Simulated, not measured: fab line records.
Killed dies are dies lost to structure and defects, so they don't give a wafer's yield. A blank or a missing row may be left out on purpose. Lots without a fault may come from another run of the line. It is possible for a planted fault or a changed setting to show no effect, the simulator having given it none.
A struck lot beside a sound one | flow n5_finfet | 24 out of 1938 route steps
Sound: these wafers, L738.1, L738.2, L738.6. Struck: wafer L743.2 (left out: L743.3, L743.4 of the same lot, which were not struck); the cause appears at the end.
For every step that has rows: the tool of each side, followed by ch and its chambers, followed by its first start. Under that, the readings that differ: sound wafers | struck wafers | difference of the means | sigmas: that difference in standard deviations of wafers without a fault.
alike: readings whose means differ by less than 2 such deviations, and words and numbers that are the same on both sides. not compared: withheld readings, readings that some wafer has no value for, bounds like >300 that may hide the same value, and numbers for which the record gives no deviation and whose values overlap.
A row with sigmas, a row that says differs or no value, or rows on one side alone: a step with any of these is where the two part. When numbers do not overlap yet have no deviation, they are printed without sigmas and do not part them. A reading missing from all wafers of one side parts the sides only when that side holds two or more wafers.

first, 11 steps without rows for these wafers: N5_BEOL_M13_VIA_ETCH_16 (etches SiOC in C4F8/O2/Ar, target depth 921.7 nm); N5_BEOL_M13_STRIP_63 (strips in N2/H2); N5_BEOL_M13_STRIP_64 (strips in N2/H2); N5_BEOL_M13_STRIP_71 (strips in post etch residue remover, time 60 s); N5_BEOL_M13_SRD_72 (time 30 s, dry time 30 s); N5_BEOL_M13_COAT_65 (time 60 s, resist thk 350 nm); N5_BEOL_M13_COAT_66 (time 60 s, resist thk 110 nm); N5_BEOL_M13_COAT_22 (resist thk 300 nm); N5_BEOL_M13_EBR_24; N5_BEOL_M13_SOFTBAKE_23 (time 60 s); N5_BEOL_M13_EXPOSE_25 (exposes mask M13, target cd 210 nm).
N5_BEOL_M13_PEB_26: peb time 90 s.
  sound on litho_track-02 ch 0, day 13 05:02; struck on litho_track-02 ch 0, day 14 13:49
  alike: resist_line_temp_C
then, 2 steps without rows for these wafers: N5_BEOL_M13_DEVELOP_27 (develop time 45 s); N5_BEOL_M13_HARDBAKE_32 (time 120 s).
N5_BEOL_M13_CD_MEAS_28: target cd 209.5 nm.
  sound on cd_sem-01 ch 0, day 13 05:09; struck on cd_sem-02 ch 0, day 14 13:55
  alike: cd_nm
N5_BEOL_M13_DESCUM_33: chemistry O2, time 7.9 s.
  sound on rie_diel-04 ch 0,3, day 13 05:14; struck on rie_diel-03 ch 1, day 14 14:01
  reading                   | sound             | struck | difference | sigmas
  throttle_valve_pct (%)    | 20.89 20.62 20.89 | 20.17  | -0.63      | -2
  model.BEOL_M13.cd_nm (nm) | 210.8 211.4 213   | 215    | +3         |
  alike: drypump_motor_current_A, oes_product_au, rf_fwd_power_W, rf_vpp_V, showerhead_plenum_p_Torr
  not compared: rf_hours_counter_h
then, 6 steps without rows for these wafers: N5_BEOL_M13_ETCH_67 (etches SiARC in CF4, target depth 143 nm, time 238.3 s); N5_BEOL_M13_ETCH_68 (etches SOC in N2/H2, time 355 s); N5_BEOL_M13_STRIP_69 (strips in N2/H2); N5_BEOL_M13_TRENCH_ETCH_34 (etches SiOC in C4F8/O2/Ar, target depth 413.47 nm, time 162.6 s); N5_BEOL_M13_STRIP_70 (strips in C4F8/O2/Ar); N5_BEOL_M13_STRIP_37 (strips in N2/H2).
N5_BEOL_M13_ETCH_38: etches SiCN in CF4/N2, target depth 67.5 nm, time 71.9 s.
  sound on rie_diel-01 ch 0,1,2, day 13 08:34; struck on rie_diel-04 ch 0, day 14 17:47
  reading                   | sound           | struck | difference | sigmas
  model.BEOL_M13.cd_nm (nm) | 211.4 210.8 214 | 215.2  | +3.1       |
  alike: drypump_motor_current_A, n2_flow_sccm, oes_product_au, rf_fwd_power_W, rf_vpp_V, showerhead_plenum_p_Torr, throttle_valve_pct
  not compared: rf_hours_counter_h
then, 1 step without rows for these wafers: N5_BEOL_M13_PRECLEAN_39 (cleans in residue remover, time 60 s).

== WHERE THEY PART ==
Only at N5_BEOL_M13_DESCUM_33, within this record. Later steps at which nothing parts them and some readings are alike: N5_BEOL_M13_ETCH_38.

WHY: the cause the simulator had injected
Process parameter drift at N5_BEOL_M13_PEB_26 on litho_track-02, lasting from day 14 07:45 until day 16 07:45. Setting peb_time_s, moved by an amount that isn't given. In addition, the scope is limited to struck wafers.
